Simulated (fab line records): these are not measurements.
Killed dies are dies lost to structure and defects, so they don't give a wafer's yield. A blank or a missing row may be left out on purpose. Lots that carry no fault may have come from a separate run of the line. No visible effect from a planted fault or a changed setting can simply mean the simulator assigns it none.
A lot that was struck, set against a sound lot -- flow nand-harc -- 22 out of 1302 route steps
Sound: the wafers L601.2, L601.4, L601.5. Wafers struck: L610.1, L610.3, L610.5. Last of all comes the cause.
For every step that has rows: the tool of each side, followed by ch and its chambers, followed by its first start. Under that, the readings that differ: sound wafers -- struck wafers -- difference of the means -- sigmas: that difference in standard deviations of wafers without a fault.
alike: words and numbers the same on both sides, and readings whose means are apart by under 2 such deviations; not compared: readings that were withheld, readings missing a value for some wafer, numbers with overlapping values and no deviation given by the record, and bounds like >300 which may hide the same value.
Wherever a step has rows on one side only, a row that says differs or no value, or a row with sigmas, the two part there. When numbers do not overlap yet have no deviation, they are printed without sigmas and do not part them. A reading that every wafer of one side lacks parts them only if that side has two wafers or more.

NHARC_A_BLC_CMP_25: polishes, t overpolish 30 s, target thk 150 nm.
  sound on cmp-04 ch 0,1,3, day 22 18:18; struck on cmp-04 ch 0,3, day 27 00:04
  alike: motor-current-A, overpolish-run-s, time-to-endpoint-s
  not compared: pad-life-wafers
then, 1 step without rows for these wafers: NHARC_A_BLC_SRD_27.
NHARC_A_BLC_INSPECT_28:
  sound on defect-inspect-02 at day 22 18:40; struck on defect-inspect-01 at day 27 00:26
  alike: raw-defect-count
then, 8 steps without rows for these wafers: NHARC_A_M0_DEP_00 (deposits SiOC, target thk 150 nm); NHARC_A_M0_DEHYDRATE_01 (time 120 s); NHARC_A_M0_HMDS_02 (time 30 s); NHARC_A_M0_COAT_33 (time 65 s); NHARC_A_M0_COAT_03 (resist thk 90 nm); NHARC_A_M0_SOFTBAKE_04 (time 55 s); NHARC_A_M0_EBR_05; NHARC_A_M0_EXPOSE_06 (exposes mask A M0, target cd 80 nm).
NHARC_A_M0_PEB_07: peb time 65 s.
  sound on litho-track-01 ch 0, day 22 19:21; struck on litho-track-04 ch 0, day 27 01:16
reading,sound,struck,difference,sigmas
heater-power-total-W (W),157.1 157.2 157.2,153.8 153.4 154.0,-3.4,-8
plate-temp-C (C),99.81 99.97 100.05,98.46 98.43 98.43,-1.50,-14
then, 1 step without rows for these wafers: NHARC_A_M0_DEVELOP_08 (develop time 35 s).
NHARC_A_M0_CD_MEAS_09: target cd 80 nm.
  sound on cd-sem-01 ch 0, day 22 19:26; struck on cd-sem-03 ch 0
reading,sound,struck,difference,sigmas
cd-nm (nm),79.9 81.0 81.1,74.5 74.8 75.5,-5.7,-10
  not compared: hold
NHARC_A_M0_OVL_MEAS_10: pitch 160 nm.
  sound on overlay-02 at day 22 19:31; struck on overlay-02 at day 27 05:12
reading,sound,struck,difference,sigmas
hold,- - -,await-dispo/3.6h/release await-dispo/3.6h/release await-dispo/3.6h/release,no value on the sound wafers,
overlay-x-nm (nm),1.4 1.8 1.5,-0.3 -0.2 0.2,-1.7,-2
  alike: overlay-y-nm
NHARC_A_M0_INSPECT_11:
  sound on defect-inspect-02 at day 22 19:34; struck on defect-inspect-02 at day 27 05:14
  alike: raw-defect-count
NHARC_A_M0_DESCUM_14: chemistry O2, time 3 s.
  sound on rie-diel-05 ch 1,2, day 22 19:37; struck on rie-diel-05 ch 0,1,3, day 27 05:19
reading,sound,struck,difference,sigmas
model.A_M0.cd-nm (nm),79.72 80.82 80.17,74.65 74.5 75.3,-5.42,
  alike: drypump-motor-current-A, oes-product-au, rf-vpp-V, showerhead-plenum-p-Torr, throttle-valve-pct
  not compared: rf-hours-counter-h
NHARC_A_M0_ETCH_34: etches the open film in N2/H2, target depth 40 nm, overetch 12 nm, time 43.94 s.
  sound on rie-diel-05 ch 1,2,3, day 22 19:42; struck on rie-diel-05 ch 0,1,2, day 27 05:23
  alike: drypump-motor-current-A, oes-product-au, rf-vpp-V, showerhead-plenum-p-Torr, throttle-valve-pct
  not compared: rf-hours-counter-h
NHARC_A_M0_ETCH_15: etches the open film in C4F8/Ar, target depth 150 nm, overetch 15 nm, time 82.5 s.
  sound: rie-diel-05 ch 1,2,3; struck: rie-diel-05 ch 0,1,3
reading,sound,struck,difference,sigmas
model.A_M0.cd-nm (nm),79.74 80.67 80.31,75.26 75.05 75.62,-4.93,
  alike: oes-product-au, rf-vpp-V
  not compared: rf-hours-counter-h
NHARC_A_M0_CD_MEAS_16:
  sound on cd-sem-01 at day 22 19:55; struck on cd-sem-01 at day 27 05:47
reading,sound,struck,difference,sigmas
cd-nm (nm),79.8 80.5 80.3,75.3 75.0 75.5,-4.9,-8
  not compared: hold
NHARC_A_M0_STRIP_18: strips in N2/H2.
  sound on rie-diel-03 ch 0,1,2, day 22 19:59; struck on rie-diel-01 ch 2,3, day 27 09:30
reading,sound,struck,difference,sigmas
hold,- - -,await-dispo/3.6h/release await-dispo/3.6h/release await-dispo/3.6h/release,no value on the sound wafers,
  alike: drypump-motor-current-A, oes-product-au, rf-vpp-V, showerhead-plenum-p-Torr, throttle-valve-pct
  not compared: rf-hours-counter-h
-- the record jumps here: 3 days lie between the struck wafers' starts before and after (it left off in module A_M0 and takes up again in module END, whose first step shown is number 1302 of the route) --
NHARC_END_SORT_01:
  sound on prober-01 ch 0, day 24 13:15; struck on prober-01 ch 0, day 29 23:03
  alike: defect-limited-yield, killed-at-array, killed-at-other, killed-at-periphery, killed-dies, killed-open, killed-short, sort_bin_2_pct, sort_bin_3_pct, sort_bin_4_pct, sort-n-pass, sort-rim-yield-pct, sort-yield-pct

WHERE THEY PART
Earliest at NHARC_A_M0_PEB_07; latest, in this record, at NHARC_A_M0_STRIP_18. Later steps at which nothing parts them and some readings are alike: NHARC_END_SORT_01.

WHY: what had been put in by the simulator
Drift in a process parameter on litho-track-04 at NHARC_A_M0_PEB_07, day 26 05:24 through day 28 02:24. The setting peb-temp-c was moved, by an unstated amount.
